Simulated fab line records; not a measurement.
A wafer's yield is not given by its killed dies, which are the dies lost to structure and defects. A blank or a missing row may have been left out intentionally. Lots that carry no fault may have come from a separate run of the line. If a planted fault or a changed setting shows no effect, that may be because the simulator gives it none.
fab line records    flow nand_harc    part 2 of 2: steps 22 to 31 of 31
record lots=5  wafers=15  last_day=33
route steps=1302 shown A_SLIT@932 A_SIN_REMOVE@947 A_WL_FILL@952
lots with no fault: from the same line, run without faults
start_h: start of the lot's first displayed wafer, in hours after the record's first day    wait_h: hours elapsed since this lot's preceding step    " as in the row above    L1.1+2: one row covering several wafers at once    - no value present, or no start provided    * or withheld: withheld    < > ~ a bound
route shown NAME@n: NAME is a module with steps in the file, n the number in the route of the first one    usual: mean and standard deviation over wafers with no fault    same: alike in all rows    chamber/n: place in a boat    sites: the reading at each site    _std_site: the values' standard deviation    _edge_site: inner sites' mean taken away from outer sites' mean    radius_mm: for every site, how far away it sits from the centre of the wafer    mask NAME#n: copy n    behind: the last tool/chamber to shape the wafer    hold: why the lot went on hold/how many hours it stayed there/how the hold came to an end    device: which transistor (n, p or np) failed to switch    end of line: tests run on the same wafers once the route is complete    step lacking rows: just its recipe    killed: the dies lost at the first sort to structure and to defects; this is not the yield of the wafer    map: the dies of a wafer, with x for killed, . for not killed, _ for no die there
set.NAME: the setting the step ran with; set.NAME@STEP: the setting that earlier step ran with    model.NAME: the simulator's own value behind a step, which no gauge read
lots seen at some steps along the route; tables by step, rows by wafer
services: when a tool's chamber went out of use (start_h, in hours from the record's first day, below 0 if earlier), for how many hours, and the reason
## steps
# step NHARC_A_WL_FILL_ALD_02
# recipe target_thk_a=20  pulse_time_s=3  ald_cycles=100  temp_c=450  material=TiN
# usual heater_power_w=1073/100  precursor_pulse_height_rel=0.997/0.02
# same pulse_time_s=3
lot.wafer  tool          chamber  start_h  wait_h  heater_power_w  precursor_pulse_height_rel  since_wet_clean_h
L080.4     ald_metal-04  2        515.07   0.1     1163            1.014                       31
L080.3     "             0        "        "       1309            0.992                       31
L080.1     "             1        "        "       1000            0.998                       31
L082.2     ald_metal-03  2        535.93   0.2     1141            0.967                       136
L082.3     "             1        "        "       1063            0.998                       136
L082.5     "             2        "        "       1155            0.985                       -
L088.3     ald_metal-04  0        633.64   0.2     1307            1.007                       150
L088.1     "             1        "        "       1013            0.986                       150
L088.6     "             3        "        "       1115            1.022                       -
L096.2     ald_metal-04  0        665.05   0.2     1315            0.978                       3
L096.5     "             3        "        "       1083            0.973                       -
L096.4     "             0        "        "       1291            0.951                       -
L097.1     ald_metal-04  0        699.47   0.2     1267            1.008                       38
L097.2     "             2        "        "       1120            0.981                       38
L097.5     "             0        "        "       1310            1.013                       -
# step NHARC_A_WL_FILL_CVD_03
# recipe target_thk_a=400  temp_c=300  pressure_torr=40  wf6_flow_sccm=40  h2_flow_sccm=1600  ar_flow_sccm=1560  time_s=279  material=W
# usual heater_power_w=445/24  throttle_valve_pct=7.77/0.23
lot.wafer  tool      chamber  start_h  wait_h  heater_power_w  since_wet_clean_h  throttle_valve_pct
L080.1     cvd_w-02  1        515.56   0.1     442             53                 7.93
L080.3     "         0        "        "       404             -                  8.29
L080.4     "         1        "        "       443             -                  7.84
L082.2     cvd_w-02  0        536.42   0.1     412             73                 7.98
L082.3     "         0        "        "       408             -                  8.03
L082.5     "         0        "        "       415             -                  8.02
L088.1     cvd_w-01  1        634.05   0.1     440             74                 8.10
L088.3     "         1        "        "       425             -                  7.98
L088.6     "         0        "        "       470             -                  7.53
L096.2     cvd_w-01  0        665.51   0.1     475             106                7.44
L096.4     "         1        "        "       433             -                  7.94
L096.5     "         0        "        "       473             -                  7.50
L097.2     cvd_w-02  0        699.86   0.1     410             56                 7.95
L097.1     "         1        "        "       419             56                 7.59
L097.5     "         0        "        "       407             -                  7.81
# step NHARC_A_WL_FILL_ETCHBACK_04
# recipe target_depth_a=600  time_s=120  chemistry=NF3
# usual drypump_motor_current_A=5.8/0.39  oes_product_au=0.997/0.0093
lot.wafer  tool          chamber  start_h  wait_h  drypump_motor_current_A  oes_product_au  rf_hours_counter_h
L080.1     rie_metal-02  1        515.88   0.3     6.1                      1.009           0.8
L080.3     "             1        "        "       6.1                      1.015           -
L080.4     "             0        "        "       5.4                      0.982           -
L082.2     rie_metal-01  1        536.81   0.3     5.7                      0.996           -
L082.3     "             1        "        "       5.7                      0.999           -
L082.5     "             1        "        "       5.7                      1.004           -
L088.1     rie_metal-01  0        634.42   0.3     6.6                      0.989           0.7
L088.3     "             1        "        "       5.7                      0.983           -
L088.6     "             1        "        "       5.8                      0.998           -
L096.2     rie_metal-01  0        665.88   0.3     6.5                      1.002           1.5
L096.4     "             1        "        "       5.8                      0.987           -
L096.5     "             1        "        "       5.8                      0.999           -
L097.2     rie_metal-01  1        700.24   0.3     5.7                      1.001           2.1
L097.1     "             0        "        "       6.5                      1.002           2.1
L097.5     "             1        "        "       5.8                      1.001           -
# step NHARC_A_WL_FILL_ETCHBACK_05
# recipe target_depth_a=220  time_s=60  temp_c=40  chemistry=Cl2/BCl3
# usual drypump_motor_current_A=5.8/0.39  oes_product_au=0.997/0.0091
lot.wafer  tool          chamber  start_h  wait_h  drypump_motor_current_A  oes_product_au  rf_hours_counter_h
L080.1     rie_metal-02  0        516.12   0.2     5.4                      0.989           1.0
L080.4     "             0        "        "       5.4                      0.986           -
L080.3     "             1        "        "       6.0                      1.013           -
L082.2     rie_metal-01  1        537.20   0.3     5.8                      0.994           -
L082.3     "             1        "        "       5.7                      0.990           -
L082.5     "             1        "        "       5.7                      0.994           -
L088.1     rie_metal-01  1        634.66   0.2     5.7                      0.988           0.9
L088.3     "             0        "        "       6.5                      1.001           -
L088.6     "             0        "        "       6.5                      0.992           -
L096.2     rie_metal-01  1        666.12   0.2     5.7                      1.005           1.6
L096.4     "             1        "        "       5.7                      0.992           -
L096.5     "             0        "        "       6.5                      1.010           -
L097.2     rie_metal-01  1        700.48   0.2     5.7                      1.002           2.2
L097.1     "             0        "        "       6.5                      0.998           2.2
L097.5     "             0        "        "       6.5                      0.994           -
# step NHARC_A_WL_FILL_STRIP_27
# recipe power_w=1500  temp_c=250  time_s=20  chemistry=N2/H2
# usual drypump_motor_current_A=5.5/0.57  heater_power_w=325/26
lot.wafer  tool             chamber  start_h  wait_h  drypump_motor_current_A  heater_power_w  rf_hours_counter_h
L080.1     plasma_asher-02  1        516.29   0.2     5.1                      345             18
L080.3     "                0        "        "       5.0                      306             -
L080.4     "                1        "        "       5.1                      333             -
L082.2     plasma_asher-01  1        537.41   0.2     6.3                      302             2
L082.3     "                1        "        "       6.2                      301             -
L082.5     "                0        "        "       6.1                      372             -
L088.1     plasma_asher-01  1        634.80   0.1     6.3                      304             23
L088.3     "                1        "        "       6.3                      307             -
L088.6     "                1        "        "       6.3                      300             -
L096.2     plasma_asher-02  0        666.28   0.1     4.9                      290             12
L096.4     "                0        "        "       4.9                      287             -
L096.5     "                0        "        "       4.9                      285             -
L097.2     plasma_asher-02  1        700.62   0.1     5.1                      329             18
L097.1     "                0        "        "       4.9                      294             18
L097.5     "                0        "        "       4.9                      290             -
# step NHARC_A_WL_FILL_STRIP_28
# recipe time_s=1200  temp_c=72.5  chemistry=post_etch_residue_remover
lot.wafer   tool          chamber  start_h  wait_h
L080.4+3+1  wet_bench-03  5,7,0    516.45   0.1
L082.2+3+5  wet_bench-06  5,6,0    537.56   0.1
L088.6+1+3  wet_bench-06  5,0,2    634.97   0.1
L096.4+5+2  wet_bench-03  7,1,4    666.44   0.1
L097.1+5+2  wet_bench-07  1,3,4    700.80   0.1
# step NHARC_A_WL_FILL_PRECLEAN_06
# recipe time_s=300  chemistry=DIW
lot.wafer   tool          chamber  start_h  wait_h
L080.4+3+1  wet_bench-03  5,7,0    -        -
L082.2+3+5  wet_bench-06  5,6,0    -        -
L088.6+1+3  wet_bench-06  5,0,2    -        -
L096.4+5+2  wet_bench-03  7,1,4    -        -
L097.1+5+2  wet_bench-07  1,3,4    -        -
# step NHARC_A_WL_FILL_SRD_07
lot.wafer   tool          chamber  start_h  wait_h
L080.4+3+1  wet_bench-03  5,7,0    -        -
L082.2+3+5  wet_bench-06  5,6,0    -        -
L088.6+1+3  wet_bench-06  5,0,2    -        -
L096.4+5+2  wet_bench-03  7,1,4    -        -
L097.1+5+2  wet_bench-07  1,3,4    -        -
# step NHARC_A_WL_FILL_ANNEAL_08
# recipe temp_c=450  time_s=1800
# usual zone_power_top_pct=12.1/1.4
lot.wafer  tool        chamber  start_h  wait_h  zone_power_top_pct
L080.1     furnace-05  0        521.45   -       13.7
L080.3     "           0        "        "       13.7
L080.4     "           0        "        "       13.6
L082.2     furnace-07  0        541.51   -       10.9
L082.3     "           0        "        "       10.9
L082.5     "           0        "        "       10.9
L088.1     furnace-07  0        639.08   -       10.9
L088.3     "           0        "        "       10.7
L088.6     "           0        "        "       10.7
L096.2     furnace-05  0        670.15   -       13.8
L096.4     "           0        "        "       13.6
L096.5     "           0        "        "       13.8
L097.1     furnace-05  0        706.69   -       13.6
L097.2     "           0        "        "       13.8
L097.5     "           0        "        "       13.7
# step NHARC_A_WL_FILL_ALD_10
# recipe target_thk_a=500  pulse_time_s=10  ald_cycles=500  temp_c=300  material=SiO2
# usual heater_power_w=449/43  precursor_pulse_height_rel=0.997/0.021
# same pulse_time_s=10
lot.wafer  tool       chamber  start_h  wait_h  heater_power_w  precursor_pulse_height_rel  since_wet_clean_h
L080.3     ald_hk-03  1        522.94   0.1     493             1.035                       124
L080.4     "          2        "        "       405             0.991                       124
L080.1     "          0        524.49   1.6     450             0.958                       125
L082.2     ald_hk-04  0        543.01   0.1     376             1.010                       101
L082.3     "          1        "        "       508             0.980                       102
L082.5     "          0        545.06   2.1     395             0.998                       -
L088.1     ald_hk-04  2        641.60   1.1     499             0.982                       22
L088.3     "          3        "        "       429             0.991                       22
L088.6     "          1        643.15   2.6     484             1.011                       -
L096.4     ald_hk-03  1        671.66   0.0     475             1.024                       94
L096.2     "          3        672.69   1.1     409             1.024                       95
L096.5     "          1        673.71   2.1     457             1.025                       -
L097.1     ald_hk-04  1        709.22   1.1     484             0.978                       89
L097.2     "          2        "        "       489             1.015                       90
L097.5     "          0        710.76   2.6     391             0.961                       -
## services
tool          chamber  start_h  hours  kind
rie_diel-06   -        484.20   9.0    pm
rie_diel-07   2        510.65   2.2    repair
rie_diel-11   -        518.05   0.7    repair
wet_bench-03  -        534.63   4.9    repair
rie_metal-01  0        535.62   14.3   repair
wet_bench-06  -        545.60   8.0    pm
rie_metal-01  1        547.60   2.7    repair
wet_bench-03  -        554.26   0.9    repair
rie_diel-07   3        562.37   4.8    repair
wet_bench-03  -        562.47   8.0    pm
rie_diel-06   3        572.48   5.9    repair
rie_metal-01  -        575.00   9.0    pm
ald_metal-04  0        576.18   29.7   repair
ald_metal-04  -        577.94   1.7    repair
wet_bench-06  -        599.68   8.6    repair
rie_diel-11   -        609.67   9.0    pm
ald_hk-04     -        610.81   10.0   pm
wet_bench-01  -        629.62   8.0    pm
rie_diel-07   -        648.25   9.0    pm
rie_diel-06   -        661.20   9.0    pm
rie_diel-07   3        663.33   11.8   repair
rie_diel-11   0        678.53   6.5    repair
rie_diel-07   -        685.71   0.2    repair
rie_diel-07   3        707.55   14.5   repair
